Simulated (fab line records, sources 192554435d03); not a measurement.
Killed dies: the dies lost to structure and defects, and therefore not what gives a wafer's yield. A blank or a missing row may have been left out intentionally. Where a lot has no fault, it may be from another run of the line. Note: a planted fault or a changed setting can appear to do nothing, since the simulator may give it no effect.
fab line records | flow n5Finfet
[record] lots = 9 wafers = 27 lastDay = 18
route steps=1938 shown BEOL_M4@1111 BEOL_M5@1173 PASSIVATION@1936
lots that met no fault: from a run of the same line without faults
startH: start of the lot's first displayed wafer, in hours after the record's first day | waitH: time in hours since the lot's previous step | " repeats the value in the row above | L1.1+2: several wafers, shown together as one row | - no value, or no start was given | * or withheld: withheld | < > ~ a bound
route shown NAME@n: a module of which the file shows steps, and the number in the route of the first | usual: mean and standard deviation over wafers with no fault | same: alike in all rows | chamber/n: place in a boat | sites: readings site by site | _std_site: standard deviation across them | _edge_site: outer sites' mean less inner sites' | radiusMm: for every site, how far away it sits from the centre of the wafer | mask NAME#n: copy n | behind: the last tool/chamber to shape the wafer | hold: what put the lot on hold/how long, in hours/how the hold closed | device: the n, p or np transistor that did not switch | end of line: the route-end tests of the same wafers | for a step that has no rows: nothing shown but its recipe | killed: dies lost to structure and defects at the first sort, not the wafer's yield | map: shows each die of a wafer: x if killed, . if not, _ if none is there
set.NAME: setting as actually run; set.NAME@STEP: the setting as run at that earlier step | model.NAME: the simulator's own value behind a step, which no gauge read
one table for each step of the route and one row for each wafer, over a sample of lots
services: from which hour (startH, from the record's first day; less than 0 if before it) a tool's chamber was out of use, for how many hours, and why
[[steps]]
[step N5_BEOL_M4_RC_MEAS_101]
[usual] DIBL_N = 37.2/2.5 DIBL_P = 38/3 IOFF_N = 0.17/0.044 IOFF_P = 0.24/0.059 ION_N = 667/13 ION_P = 461/7.9 SS_N = 71.8/0.86 SS_P = 73.6/0.92 VT_N = 250/4.1 VT_P = -249/3.9
// columns lot.wafer tool chamber startH waitH DIBL_N[mV/V] DIBL_P[mV/V] IOFF_N[nA/um] IOFF_P[nA/um] ION_N[uA/um] ION_P[uA/um] SS_N[mV/dec] SS_P[mV/dec] VT_N[mV] VT_P[mV]
L648.1 prober-01 0 175.16 0.0 39.1 38 0.18 0.21 668 455 71.8 73.7 252 -252
L648.4 " 0 " " 36.4 37 0.15 0.22 665 457 71.4 73.9 250 -252
L648.6 " 0 " " 34.9 35 0.12 0.18 660 452 71.3 73.1 252 -254
L650.1 prober-01 0 203.19 0.0 36.7 39 0.18 0.24 673 467 71.5 73.7 248 -250
L650.3 " 0 " " 39.3 41 0.23 0.29 680 466 72.2 74.8 244 -248
L650.6 " 0 " " 37.2 39 0.17 0.25 668 456 72.2 74.6 247 -250
L655.1 prober-02 0 207.55 0.0 37.6 37 0.18 0.23 676 461 71.5 73.5 248 -251
L655.2 " 0 " " 36.2 36 0.15 0.22 660 458 71.5 73.6 253 -250
L655.4 " 0 " " 38.3 38 0.20 0.26 675 473 71.7 73.7 246 -249
L656.2 prober-02 0 216.51 0.2 38.5 38 0.18 0.27 677 480 71.3 73.6 249 -244
L656.3 " 0 " " 37.5 37 0.15 0.23 658 460 71.7 73.5 252 -247
L656.4 " 0 " " 37.5 36 0.16 0.22 670 459 71.0 73.3 247 -246
L658.3 prober-01 0 233.36 0.3 38.9 40 0.23 0.27 681 462 73.0 74.5 246 -250
L658.4 " 0 " " 35.6 37 0.16 0.22 665 454 72.6 73.7 251 -251
L658.6 " 0 " " 34.8 35 0.14 0.18 657 449 71.6 72.8 254 -253
L664.3 prober-01 0 276.84 0.3 38.4 40 0.20 0.29 673 465 72.1 74.4 247 -248
L664.4 " 0 " " 36.6 37 0.15 0.25 659 464 70.8 73.8 248 -248
L664.6 " 0 " " 36.0 36 0.15 0.22 669 462 71.0 73.1 250 -252
L668.2 prober-01 0 290.89 0.2 37.1 36 0.14 0.22 651 452 71.5 73.0 254 -248
L668.3 " 0 " " 35.6 36 0.14 0.22 666 464 71.0 73.4 250 -249
L668.6 " 0 " " 39.0 39 0.18 0.28 665 464 72.2 74.2 249 -247
L669.2 prober-02 0 308.40 0.2 33.1 34 0.11 0.16 650 452 71.2 73.1 255 -253
L669.5 " 0 " " 39.4 41 0.19 0.26 654 452 72.3 74.4 251 -251
L669.6 " 0 " " 39.1 41 0.20 0.26 675 460 73.1 73.7 248 -250
L670.4 prober-01 0 315.86 0.5 39.9 38 0.18 0.24 658 458 72.5 72.9 251 -249
L670.5 " 0 " " 39.3 38 0.16 0.25 663 462 72.0 73.2 253 -246
L670.6 " 0 " " 35.9 33 0.12 0.19 657 451 71.3 71.8 257 -251
[step N5_BEOL_M5_SURFACE_TREAT_87]
[recipe] gas = Ar timeS = * ionEnergyEv = * ionCurrentMaCm2 = 0.5 pressureMtorr = * arFlowSccm = 30
[usual] throttleValvePct = *
[same] timeS = *
// columns lot.wafer tool chamber startH waitH throttleValvePct
L648.1 pvdSputter-03 - 182.50 0.2 *
L648.4 " - " " *
L648.6 " - " " *
L650.1 pvdSputter-01 - 211.42 0.2 *
L650.3 " - " " *
L650.6 " - " " *
L655.1 pvdSputter-02 - 217.29 0.3 *
L655.2 " - " " *
L655.4 " - " " *
L656.2 pvdSputter-03 - 229.67 0.2 *
L656.3 " - " " *
L656.4 " - " " *
L658.3 pvdSputter-03 - 239.63 0.1 *
L658.4 " - " " *
L658.6 " - " " *
L664.3 pvdSputter-01 - 287.56 0.2 *
L664.4 " - " " *
L664.6 " - " " *
L668.2 pvdSputter-02 - 298.39 0.2 *
L668.3 " - " " *
L668.6 " - " " *
L669.2 pvdSputter-03 - 315.11 0.2 *
L669.5 " - " " *
L669.6 " - " " *
L670.4 pvdSputter-01 - 321.36 0.1 *
L670.5 " - " " *
L670.6 " - " " *
[step N5_BEOL_M5_ANNEAL_82]
[recipe] tempC = 400 timeS = 1800 ambient = vacuum
[usual] heaterPowerW = 844/95 susceptorTempC = 400.04/0.22
[same] timeS = 1800
// columns lot.wafer tool chamber startH waitH heaterPowerW susceptorTempC
L648.1 pvdSputter-02 - 184.25 0.0 988 399.67
L648.4 " - " " 807 399.72
L648.6 " - " " 758 400.36
L650.1 pvdSputter-01 - 213.01 0.0 753 399.74
L650.3 " - " " 915 399.58
L650.6 " - " " 919 399.87
L655.1 pvdSputter-01 - 218.67 0.0 768 400.14
L655.2 " - " " 860 400.00
L655.4 " - " " 931 400.11
L656.2 pvdSputter-01 - 231.16 0.0 938 400.04
L656.3 " - " " 864 400.32
L656.4 " - " " 823 399.86
L658.3 pvdSputter-01 - 241.08 0.0 773 400.02
L658.4 " - " " 951 399.91
L658.6 " - " " 743 400.23
L664.3 pvdSputter-01 - 289.25 0.0 895 400.25
L664.4 " - " " 820 400.14
L664.6 " - " " 866 399.98
L668.2 pvdSputter-02 - 299.84 0.0 804 400.39
L668.3 " - " " 749 400.10
L668.6 " - " " 770 400.06
L669.2 pvdSputter-03 - 316.63 0.0 741 400.24
L669.5 " - " " 770 399.87
L669.6 " - " " 647 400.03
L670.4 pvdSputter-01 - 322.86 0.0 916 400.08
L670.5 " - " " 948 400.33
L670.6 " - " " 749 400.26
[step N5_BEOL_M5_SPUTTER_90]
[recipe] material = Cu targetThkA = 45 tempC = -20 chamberPressurePa = 0.07 powerW = withheld timeS = 8.29
[usual] chuckSensorTempC = -15.6/0.45 susceptorTempC = -20.00/0.11 throttleValvePct = 29.9/0.85
[same] timeS = 8.29
// columns lot.wafer tool chamber startH waitH chuckSensorTempC susceptorTempC throttleValvePct
L648.1 pvdSputter-02 - 187.43 0.5 -16.0 -20.08 29.7
L648.4 " - " " -15.4 -19.97 27.7
L648.6 " - " " -15.8 -20.03 30.3
L650.1 pvdSputter-01 - 216.19 0.5 -15.1 -19.97 30.5
L650.3 " - " " -15.7 -19.74 30.1
L650.6 " - " " -15.6 -19.88 30.0
L655.1 pvdSputter-01 - 221.85 0.5 -15.3 -20.11 30.6
L655.2 " - " " -16.2 -19.98 29.3
L655.4 " - " " -15.6 -20.26 30.0
L656.2 pvdSputter-01 - 234.34 0.5 -15.9 -19.85 29.7
L656.3 " - " " -16.4 -20.02 29.3
L656.4 " - " " -15.0 -20.19 29.9
L658.3 pvdSputter-01 - 244.26 0.5 -15.2 -20.04 30.4
L658.4 " - " " -15.7 -19.93 30.4
L658.6 " - " " -15.0 -20.00 30.6
L664.3 pvdSputter-01 - 292.43 0.5 -15.7 -19.97 30.3
L664.4 " - " " -15.1 -20.17 29.6
L664.6 " - " " -16.5 -19.95 29.2
L668.2 pvdSputter-02 - 303.02 0.5 -15.1 -20.20 27.7
L668.3 " - " " -15.9 -19.83 30.7
L668.6 " - " " -16.1 -19.92 30.6
L669.2 pvdSputter-03 - 319.81 0.5 -15.8 -19.89 30.3
L669.5 " - " " -16.2 -20.01 29.7
L669.6 " - " " -15.6 -19.96 30.7
L670.4 pvdSputter-01 - 326.04 0.5 -15.6 -19.97 30.0
L670.5 " - " " -15.6 -19.89 30.0
L670.6 " - " " -14.9 -19.97 30.3
[step N5_BEOL_M5_CMP_52]
[recipe] stopOn = SiCOH_lowk tOverpolishS = 6.9 downForcePsi = 1 platenRpm = 50 clearingPlatenDownForcePsi = 1.5 clearingPlatenRpm = 50 postCmpClean = cuAlkaline targetThkNm = 62 clearingPlatenPadVelocityMS = 0.99484 padVelocityMS = 0.99484
[usual] barrierFieldEndpointS = 24.8/0.77 motorCurrentA = 6.2/0.67 overpolishRunS = 6.900/0.0092 padLifeWafers = 1060/560 timeToEndpointS = 62/4.3
// columns lot.wafer tool chamber startH waitH barrierFieldEndpointS motorCurrentA overpolishRunS padLifeWafers timeToEndpointS
L648.4 cmp-04 0 187.93 0.1 24.4 5.1 6.890 456 63
L648.1 " 1 " " 23.3 6.7 6.920 457 55
L648.6 " 0 " " 24.1 5.1 6.893 - 64
L650.1 cmp-02 1 216.69 0.3 24.0 7.4 6.920 2010 58
L650.3 " 3 " " 24.4 6.4 6.886 2012 59
L650.6 " 1 " " 24.4 7.7 6.908 - 61
L655.4 cmp-04 3 222.37 0.1 24.0 6.1 6.903 738 54
L655.2 " 1 " " 23.3 6.4 6.914 740 56
L655.1 " 2 " " 23.7 6.2 6.900 741 66
L656.4 cmp-04 1 234.87 0.2 41.4 6.9 0.044 817 80
L656.2 " 2 " " 24.7 6.2 6.911 818 60
L656.3 " 3 " " 23.7 6.2 6.895 819 53
L658.4 cmp-04 1 244.76 0.1 41.4 6.5 0.043 900 81
L658.3 " 0 " " 24.8 4.9 6.890 903 62
L658.6 " 1 " " 41.4 6.2 0.040 - 81
L664.3 cmp-02 3 292.96 0.2 24.9 6.4 6.911 445 60
L664.4 " 1 " " 24.0 6.9 6.895 447 57
L664.6 " 2 " " 25.3 5.6 6.891 - 61
L668.3 cmp-02 0 303.54 0.2 24.9 6.0 6.901 534 67
L668.2 " 2 " " 25.4 6.1 6.912 536 62
L668.6 " 1 " " 24.2 7.2 6.888 - 59
L669.2 cmp-03 3 320.39 0.3 25.1 6.4 6.913 50 62
L669.6 " 1 " " 24.7 5.0 6.895 - 56
L669.5 " 2 " " 25.7 7.1 6.895 - 62
L670.4 cmp-03 1 326.63 0.2 24.6 5.1 6.908 98 59
L670.6 " 3 " " 25.4 6.2 6.902 - 66
L670.5 " 0 " " 23.7 6.3 6.904 - 58
[step N5_BEOL_M5_THK_MEAS_53]
[recipe] thkMeasGauge = xrf reads = Cu_of_BEOL_M5_ECD_50
[usual] M5_THK = 61.9/2.5
// columns lot.wafer tool chamber startH waitH M5_THK[nm]
L648.1 filmMetro-02 - 188.22 - 56.5
L648.4 " - " " 57.4
L648.6 " - " " 56.9
L650.1 filmMetro-01 - 216.98 - 61.3
L650.3 " - " " 62.0
L650.6 " - " " 60.6
L655.1 filmMetro-01 - 222.66 - 63.3
L655.2 " - " " 59.1
L655.4 " - " " 60.8
L656.2 filmMetro-02 - 235.13 - 60.8
L656.3 " - " " 63.5
L656.4 " - " " 164.1
L658.3 filmMetro-01 - 245.06 - 59.9
L658.4 " - " " 160.5
L658.6 " - " " 172.6
L664.3 filmMetro-01 - 293.22 - 64.2
L664.4 " - " " 65.7
L664.6 " - " " 63.7
L668.2 filmMetro-01 - 303.84 - 61.2
L668.3 " - " " 61.3
L668.6 " - " " 60.5
L669.2 filmMetro-02 - 320.61 - 63.8
L669.5 " - " " 59.3
L669.6 " - " " 61.7
L670.4 filmMetro-01 - 326.85 - 60.0
L670.5 " - " " 61.3
L670.6 " - " " 61.9
[step N5_BEOL_M5_INSPECT_58]
[recipe] inspectInstrument = darkfield mode = postDep
[usual] rawDefectCount = 75/24
// columns lot.wafer tool chamber startH waitH rawDefectCount
L648.1 defectInspect-02 - 188.51 0.0 85
L648.4 " - " " 104
L648.6 " - " " 84
L650.1 defectInspect-01 - 217.45 0.0 52
L650.3 " - " " 51
L650.6 " - " " 75
L655.1 defectInspect-02 - 222.95 0.0 77
L655.2 " - " " 77
L655.4 " - " " 66
L656.2 defectInspect-01 - 235.42 0.0 51
L656.3 " - " " 72
L656.4 " - " " 1932
L658.3 defectInspect-02 - 245.34 0.0 71
L658.4 " - " " 1940
L658.6 " - " " 1911
L664.3 defectInspect-02 - 293.51 0.0 45
L664.4 " - " " 63
L664.6 " - " " 46
L668.2 defectInspect-02 - 304.13 0.0 76
L668.3 " - " " 108
L668.6 " - " " 64
L669.2 defectInspect-02 - 320.93 0.0 93
L669.5 " - " " 80
L669.6 " - " " 79
L670.4 defectInspect-02 - 327.28 0.0 42
L670.5 " - " " 64
L670.6 " - " " 63
[step N5_PASSIVATION_PROBE_49]
[usual] defectLimitedYield = 91.5/1.4 killed_at_M0_to_M3 = 32/11 killed_at_M4_up = 12/4.4 killedAtContacts = 13/6.1 killedAtFrontEnd = 39/12 killedAtOther = 3.9/3 killedDies = 100/17 killedOnRim = 13/3.9 killedOpen = 66/12 killedShort = 33/7.4 sort_bin_5_function = 5.0/0.95 sort_bin_6_memory = 3.2/0.66 sort_bin_8_speed = 0.0/0.33 sortNPass = 1079/17 sortYieldPct = 91.4/1.5
[same] grossDies = 1180 killedAtBackSide = 0 sort_bin_4_leakage[%] = 0
// columns lot.wafer tool chamber startH waitH defectLimitedYield[%] killed_at_M0_to_M3 killed_at_M4_up killedAtContacts killedAtFrontEnd killedAtOther killedDies killedOnRim killedOpen killedShort sort_bin_5_function[%] sort_bin_6_memory[%] sort_bin_8_speed[%] sortNPass sortYieldPct[%]
L648.1 prober-02 - 283.00 0.0 91.5 30 16 19 28 7 100 11 68 31 5.1 3.2 0 1080 91.5
L648.4 prober-02 - 283.15 0.2 90.8 24 13 23 46 3 109 16 80 29 5.8 3.4 0 1071 90.8
L648.6 prober-02 - 283.25 0.3 89.7 37 15 26 39 4 121 16 78 35 5.7 3.6 0 1059 89.7
L650.1 prober-01 - 308.97 0.0 92.4 31 21 4 30 4 90 11 60 30 4.7 2.8 0 1090 92.4
L650.3 prober-01 - 309.07 0.1 91.3 26 12 14 44 7 103 10 67 33 5.0 3.6 0 1077 91.3
L650.6 prober-01 - 309.22 0.3 92.0 28 17 16 33 0 94 12 67 27 4.5 2.8 0 1086 92.0
L655.1 prober-01 - 322.64 0.0 92.2 31 5 13 39 4 92 8 55 35 4.7 2.9 0 1088 92.2
L655.2 prober-01 - 322.69 0.1 91.4 33 3 7 58 1 102 13 69 33 4.6 3.7 0 1078 91.4
L655.4 prober-01 - 322.79 0.2 91.7 51 5 18 19 5 98 16 62 36 4.9 3.1 0 1082 91.7
L656.2 prober-02 - 332.03 0.1 90.8 36 13 19 35 6 109 15 64 45 5.1 3.5 0 1071 90.8
L656.3 prober-02 - 332.08 0.1 90.3 23 13 13 59 6 114 13 68 42 5.3 3.7 0 1066 90.3
L656.4 prober-02 - 332.13 0.2 0 18 1104 10 46 2 1180 152 46 36 3.6 3.1 0 0 0
L658.3 prober-02 - 340.28 0.1 93.3 25 9 11 32 2 79 6 45 30 3.3 3.1 0 1101 93.3
L658.4 prober-02 - 340.33 0.2 0 17 1118 17 28 0 1180 152 59 20 3.5 3.1 0 0 0
L658.6 prober-02 - 340.43 0.3 0 24 1127 3 24 2 1180 152 45 22 2.5 3.1 0 0 0
L664.3 prober-01 - 392.21 0.1 92.9 19 16 23 25 1 84 15 63 20 4.2 2.8 0 1096 92.9
L664.4 prober-01 - 392.26 0.2 93.8 19 13 12 27 2 73 12 50 22 3.1 2.7 0 1107 93.8
L664.6 prober-01 - 392.36 0.3 92.7 26 20 12 25 3 86 9 57 27 4.3 2.9 0 1094 92.7
L668.2 prober-02 - 396.77 0.1 92.2 36 10 12 32 2 92 10 55 37 5.0 2.6 0 1088 92.2
L668.3 prober-02 - 396.82 0.1 93.8 23 14 15 17 4 73 8 47 24 3.8 2.3 0 1107 93.8
L668.6 prober-02 - 396.97 0.3 93.5 16 19 10 31 1 77 9 47 30 3.6 2.5 0 1103 93.5
L669.2 prober-01 - 421.79 0.1 91.2 22 14 5 58 5 104 16 72 31 4.8 3.8 0 1076 91.2
L669.5 prober-01 - 421.94 0.2 92.5 24 9 19 32 5 89 14 63 24 4.1 3.2 0 1091 92.5
L669.6 prober-01 - 421.99 0.3 93.3 15 11 8 36 9 79 9 55 23 4.2 2.1 0.1 1101 93.3
L670.4 prober-01 - 432.62 0.2 90.7 28 8 14 51 9 110 9 76 29 4.7 3.6 0 1070 90.7
L670.5 prober-01 - 432.67 0.2 90.3 39 13 10 47 5 114 13 72 42 5.7 3.4 0 1066 90.3
L670.6 prober-01 - 432.72 0.3 89.6 35 5 22 54 7 123 12 84 39 5.9 4.2 0 1057 89.6
// killed by level:class
L648.1 MOL_CONTACT_COAG:geometricParticle:open=14 FIN_SAQP:geometricParticle:open=8 BEOL_M0_SAQP:geometricParticle:open=8 MOL_CONTACT_COAG:geometricParticle:short=5 STI_FIN_REVEAL:geometricParticle:open=5 BEOL_M2:geometricParticle:open=5 BEOL_M3:geometricParticle:open=5 FIN_SAQP:geometricParticle:short=4
L648.4 MOL_CONTACT_COAG:geometricParticle:open=22 STI_FIN_REVEAL:geometricParticle:open=16 BEOL_M1:geometricParticle:open=7 FIN_SAQP:geometricParticle:open=6 BEOL_M2:geometricParticle:open=6 FIN_SAQP:geometricParticle:short=5 ILD0:geometricParticle:short=5 ILD0:geometricParticle:open=4
L648.6 MOL_CONTACT_COAG:geometricParticle:open=20 BEOL_M0_SAQP:geometricParticle:open=11 BEOL_M2:geometricParticle:open=9 BEOL_M0_SAQP:geometricParticle:short=8 HKMG_FIN:areaEtch=8 GATE_CUT:geometricParticle:open=6 MOL_CONTACT_COAG:geometricParticle:short=6 FIN_SAQP:geometricParticle:open=5
L650.1 BEOL_M4:geometricParticle:open=10 BEOL_M2:geometricParticle:open=9 GATE_CUT:geometricParticle:short=8 BEOL_M0_SAQP:geometricParticle:short=6 FIN_SAQP:geometricParticle:open=5 BEOL_M1:geometricParticle:open=5 ILD0:geometricParticle:short=4 BEOL_M0_SAQP:geometricParticle:open=4
L650.3 STI_FIN_REVEAL:geometricParticle:open=11 MOL_CONTACT_COAG:geometricParticle:open=11 BEOL_M1:geometricParticle:open=8 BEOL_M2:geometricParticle:open=7 FIN_SAQP:geometricParticle:short=5 DUMMY_GATE:geometricParticle:open=5 BEOL_M1:geometricParticle:short=5 ILD0:geometricParticle:open=4
L650.6 MOL_CONTACT_COAG:geometricParticle:open=13 BEOL_M1:geometricParticle:open=11 FIN_SAQP:geometricParticle:short=9 BEOL_M4:geometricParticle:open=6 FIN_SAQP:geometricParticle:open=5 STI_FIN_REVEAL:geometricParticle:open=5 BEOL_M0_SAQP:geometricParticle:open=5 BEOL_M2:geometricParticle:open=5
L655.1 MOL_CONTACT_COAG:geometricParticle:open=11 BEOL_M0_SAQP:geometricParticle:short=8 STI_FIN_REVEAL:geometricParticle:open=6 DUMMY_GATE:geometricParticle:open=6 GATE_CUT:geometricParticle:short=6 BEOL_M0:geometricParticle:open=5 STARTING-WAFER:geometricParticle:open=5 GATE_CUT:geometricParticle:open=4
L655.2 STI_FIN_REVEAL:geometricParticle:open=18 FIN_SAQP:geometricParticle:open=13 BEOL_M0_SAQP:geometricParticle:open=12 BEOL_M0_SAQP:geometricParticle:short=11 FIN_SAQP:geometricParticle:short=9 MOL_CONTACT_COAG:geometricParticle:open=6 BEOL_M3:geometricParticle:open=5 GATE_CUT:geometricParticle:short=4
L655.4 MOL_CONTACT_COAG:geometricParticle:open=14 BEOL_M0_SAQP:geometricParticle:open=11 BEOL_M0_SAQP:geometricParticle:short=11 BEOL_M3:geometricParticle:open=10 BEOL_M1:geometricParticle:open=6 BEOL_M3:geometricParticle:short=5 MOL_CONTACT_COAG:geometricParticle:short=4 FIN_SAQP:geometricParticle:short=3
L656.2 MOL_CONTACT_COAG:geometricParticle:open=16 BEOL_M0_SAQP:geometricParticle:short=11 STI_FIN_REVEAL:geometricParticle:open=9 FIN_SAQP:geometricParticle:short=8 BEOL_M0_SAQP:geometricParticle:open=8 BEOL_M2:geometricParticle:open=6 BEOL_M3:geometricParticle:short=5 BEOL_M5:geometricParticle:open=5
L656.3 STI_FIN_REVEAL:geometricParticle:open=15 MOL_CONTACT_COAG:geometricParticle:open=11 FIN_SAQP:geometricParticle:short=9 BEOL_M0_SAQP:geometricParticle:short=9 FIN_SAQP:geometricParticle:open=7 BEOL_M4:geometricParticle:open=7 STI_FIN_REVEAL:geometricParticle:short=5 GATE_CUT:geometricParticle:short=5
L656.4 BEOL_M5:areaCmp=1098 FIN_SAQP:geometricParticle:short=8 MOL_CONTACT_COAG:geometricParticle:open=7 FIN_SAQP:geometricParticle:open=6 STI_FIN_REVEAL:geometricParticle:open=6 STI_FIN_REVEAL:geometricParticle:short=5 BEOL_M0_SAQP:geometricParticle:short=5 STARTING-WAFER:geometricParticle:open=4
L658.3 MOL_CONTACT_COAG:geometricParticle:open=10 FIN_SAQP:geometricParticle:short=6 BEOL_M1:geometricParticle:open=6 FIN_SAQP:geometricParticle:open=4 BEOL_M2:geometricParticle:open=4 STI_FIN_REVEAL:geometricParticle:open=3 GATE_CUT:geometricParticle:short=3 BEOL_M0_SAQP:geometricParticle:short=3
L658.4 BEOL_M5:areaCmp=1101 MOL_CONTACT_COAG:geometricParticle:open=14 BEOL_M4:geometricParticle:open=12 FIN_SAQP:geometricParticle:short=6 BEOL_M0_SAQP:geometricParticle:short=6 FIN_SAQP:geometricParticle:open=5 DUMMY_GATE:geometricParticle:open=5 BEOL_M0_SAQP:geometricParticle:open=5
L658.6 BEOL_M5:areaCmp=1113 BEOL_M0_SAQP:geometricParticle:short=8 BEOL_M0_SAQP:geometricParticle:open=8 FIN_SAQP:geometricParticle:open=7 BEOL_M5:geometricParticle:open=5 STI_FIN_REVEAL:geometricParticle:open=4 BEOL_M4:geometricParticle:open=4 ILD0:geometricParticle:short=3
L664.3 MOL_CONTACT_COAG:geometricParticle:open=19 BEOL_M4:geometricParticle:open=13 GATE_CUT:geometricParticle:short=7 BEOL_M2:geometricParticle:open=7 STI_FIN_REVEAL:geometricParticle:open=4 MOL_CONTACT_COAG:geometricParticle:short=3 BEOL_M0_SAQP:geometricParticle:open=3 BEOL_M1:geometricParticle:open=3
L664.4 MOL_CONTACT_COAG:geometricParticle:open=10 FIN_SAQP:geometricParticle:open=6 BEOL_M2:geometricParticle:open=6 BEOL_M0_SAQP:geometricParticle:open=5 BEOL_M4:geometricParticle:open=5 STARTING-WAFER:geometricParticle:short=5 FIN_SAQP:geometricParticle:short=4 GATE_CUT:geometricParticle:open=3
L664.6 BEOL_M4:geometricParticle:open=13 MOL_CONTACT_COAG:geometricParticle:open=9 BEOL_M1:geometricParticle:open=8 DUMMY_GATE:geometricParticle:open=4 GATE_CUT:geometricParticle:open=4 GATE_CUT:geometricParticle:short=4 BEOL_M0_SAQP:geometricParticle:open=4 BEOL_M3:geometricParticle:short=4
L668.2 BEOL_M0_SAQP:geometricParticle:short=12 MOL_CONTACT_COAG:geometricParticle:open=9 BEOL_M3:geometricParticle:open=8 FIN_SAQP:geometricParticle:short=8 BEOL_M0_SAQP:geometricParticle:open=8 GATE_CUT:geometricParticle:short=5 FIN_SAQP:geometricParticle:open=4 BEOL_M2:geometricParticle:open=4
L668.3 MOL_CONTACT_COAG:geometricParticle:open=12 BEOL_M0_SAQP:geometricParticle:open=6 BEOL_M4:geometricParticle:open=5 BEOL_M0_SAQP:geometricParticle:short=4 BEOL_M1:geometricParticle:short=4 STI_FIN_REVEAL:geometricParticle:open=3 DUMMY_GATE:geometricParticle:open=3 MOL_CONTACT_COAG:geometricParticle:short=3
L668.6 MOL_CONTACT_COAG:geometricParticle:open=8 BEOL_M4:geometricParticle:open=7 GATE_CUT:geometricParticle:short=6 STARTING-WAFER:geometricParticle:short=6 BEOL_M0_SAQP:geometricParticle:open=5 FIN_SAQP:geometricParticle:open=4 FIN_SAQP:geometricParticle:short=4 STI_FIN_REVEAL:geometricParticle:open=3
L669.2 FIN_SAQP:geometricParticle:open=29 FIN_SAQP:geometricParticle:short=11 BEOL_M3:geometricParticle:open=8 BEOL_M0_SAQP:geometricParticle:short=6 MOL_CONTACT_COAG:geometricParticle:open=5 STI_FIN_REVEAL:geometricParticle:open=4 BEOL_M1:geometricParticle:open=4 BEOL_M4:geometricParticle:open=4
L669.5 MOL_CONTACT_COAG:geometricParticle:open=16 FIN_SAQP:geometricParticle:open=12 BEOL_M1:geometricParticle:open=10 GATE_CUT:geometricParticle:open=4 BEOL_M0_SAQP:geometricParticle:short=4 BEOL_M5:geometricParticle:short=3 STI_FIN_REVEAL:geometricParticle:open=3 DUMMY_GATE:geometricParticle:open=3
L669.6 FIN_SAQP:geometricParticle:open=9 FIN_SAQP:geometricParticle:short=7 STI_FIN_REVEAL:geometricParticle:open=6 MOL_CONTACT_COAG:geometricParticle:open=6 BEOL_M3:geometricParticle:open=4 BEOL_M4:geometricParticle:open=4 MIM_TOP_ETCH:geometricParticle:open=4 STARTING-WAFER:geometricParticle:open=4
L670.4 FIN_SAQP:geometricParticle:open=19 MOL_CONTACT_COAG:geometricParticle:open=11 BEOL_M0:geometricParticle:open=6 BEOL_M0_SAQP:geometricParticle:short=5 BEOL_M0_SAQP:geometricParticle:open=5 HKMG_FIN:areaEtch=5 FIN_SAQP:geometricParticle:short=4 DUMMY_GATE:geometricParticle:open=4
L670.5 FIN_SAQP:geometricParticle:open=11 BEOL_M0_SAQP:geometricParticle:open=11 BEOL_M3:geometricParticle:open=9 GATE_CUT:geometricParticle:short=8 BEOL_M0_SAQP:geometricParticle:short=8 BEOL_M4:geometricParticle:open=8 MOL_CONTACT_COAG:geometricParticle:open=6 BEOL_M1:geometricParticle:open=6
L670.6 MOL_CONTACT_COAG:geometricParticle:open=16 BEOL_M2:geometricParticle:open=9 FIN_SAQP:geometricParticle:open=8 STI_FIN_REVEAL:geometricParticle:open=7 BEOL_M3:geometricParticle:open=7 MOL_CONTACT_COAG:geometricParticle:short=6 FIN_SAQP:geometricParticle:short=5 DUMMY_GATE:geometricParticle:open=5
[[services]]
// columns tool chamber startH hours kind
cmp-04 - 160.03 1.2 repair
cmp-02 - 207.18 5.2 pm
cmp-03 - 226.70 1.3 repair
cmp-02 - 239.83 4.0 pm
cmp-02 - 243.83 - consumableReplace:conditioner
cmp-02 - 243.83 - consumableReplace:pad
cmp-02 - 256.58 0.3 repair
cmp-04 - 306.07 0.5 repair
cmp-03 - 311.23 4.0 pm
cmp-03 - 315.23 - consumableReplace:conditioner
cmp-03 - 315.23 - consumableReplace:pad
cmp-04 - 319.68 1.3 repair
[[key]]
[firstSign] step = N5_BEOL_M5_CMP_52 reading = overpolishRunS direction = down sigmas = 99+ usual = 6.900 struck = 0.042
[effect] step = N5_BEOL_M5_CMP_52 reading = barrierFieldEndpointS direction = up sigmas = 22 usual = 24.8 struck = 41.4
[effect] step = N5_BEOL_M5_THK_MEAS_53 reading = M5_THK direction = up sigmas = 42 usual = 61.9 struck = 165.7
[effect] step = N5_BEOL_M5_INSPECT_58 reading = rawDefectCount direction = up sigmas = 77 usual = 75 struck = 1928
[effect] step = N5_PASSIVATION_PROBE_49 reading = killed_at_M4_up direction = up sigmas = 99+ usual = 12 struck = 1116
[moreKillsBornAt] N5_BEOL_M5_CMP_52@cmp-04 = 3312
metAt N5_BEOL_M5_CMP_52
struckLots L656,L658
struckWafers L656.4,L658.4,L658.6
laterRowsLeftOut L656.4,L658.4,L658.6
notActingAt N5_BEOL_M5_SURFACE_TREAT_87,N5_BEOL_M5_ANNEAL_82,N5_BEOL_M5_SPUTTER_90
onsetBetween 222.37 234.87
[fault] kind = processParameterDrift tool = cmp-04 chamber = - onsetH = 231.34 steps = N5_BEOL_M5_CMP_52 channel = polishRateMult offset = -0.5 shape = step endH = 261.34 scope = struckWafersOnly
// laterRowsLeftOut: the simulator's readings of these wafers behind a module that went badly wrong aren't trusted and aren't shown, but for the sort
